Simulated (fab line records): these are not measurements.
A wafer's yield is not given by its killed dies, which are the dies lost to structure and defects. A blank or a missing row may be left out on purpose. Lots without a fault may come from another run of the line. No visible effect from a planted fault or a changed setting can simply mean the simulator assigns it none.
Matching of chambers -- flow n5Finfet -- 4 sister chambers for N5_BEOL_M1_ETCH_69 on rieDiel-06
The step etches SiARC in CF4, target depth 15.6 nm, time 26 s. 16 wafers are shown with their chamber, then 8 later ones without.

WAFERS, EACH WITH ITS CHAMBER
wafer,chamber,showerheadPlenumPTorr (Torr),throttleValvePct (%),drypumpMotorCurrentA (A)
L079.1,0,2.05,15.31,6.5
L079.4,2,2.10,16.10,5.6
L079.6,1,2.26,15.46,6.5
L081.2,1,2.26,15.47,6.5
L081.4,0,2.04,15.32,6.5
L081.6,3,1.99,15.32,5.9
L082.2,1,2.26,15.47,6.5
L082.3,3,1.99,15.34,5.9
L082.6,0,2.04,15.33,6.6
L085.4,1,2.26,15.48,6.5
L085.5,3,1.99,15.34,5.9
L085.6,0,2.04,15.35,6.6
L088.1,1,2.26,15.49,6.5
L088.2,0,2.04,15.34,6.5
L088.3,3,1.99,15.36,5.8
L093.1,0,2.04,15.37,6.5

SIGNATURES (means of the wafers above)
reading,chamber 0,chamber 1,chamber 2,chamber 3,scatter within a chamber
showerheadPlenumPTorr,2.0417,2.2600,2.1000,1.9900,0.00264
throttleValvePct,15.3367,15.4740,16.1000,15.3400,0.0174
drypumpMotorCurrentA,6.533,6.500,5.600,5.875,0.0417
Rule: a wafer lies at a distance from a chamber equal to the root of the sum of squares, over the readings, of (its reading less the chamber's mean, divided by the reading's scatter). If the next closest chamber is less than 2 further off than the closest, the wafer can't be placed; otherwise it belongs to the closest. The scatter: the root of (the sum of the squares of (reading less its chamber's mean) over the shown wafers, divided by (wafers less chambers)).

WAFERS WITHOUT THEIR CHAMBER
wafer,showerheadPlenumPTorr (Torr),throttleValvePct (%),drypumpMotorCurrentA (A)
L093.4,2.10,15.65,5.6
L093.6,2.25,15.51,6.5
L092.2,2.04,15.38,6.5
L092.4,2.25,15.51,6.5
L092.6,2.04,15.37,6.5
L094.1,2.04,15.37,6.5
L094.2,2.25,15.52,6.5
L094.3,1.98,15.37,5.9

EACH ONE'S CHAMBER
wafer,from the rows above,in truth
L093.4,2,2
L093.6,1,1
L092.2,0,0
L092.4,1,1
L092.6,0,0
L094.1,0,0
L094.2,1,1
L094.3,3,3
8 of 8 placed correctly. Can't be placed from these rows: 0. 0 placed wrongly.
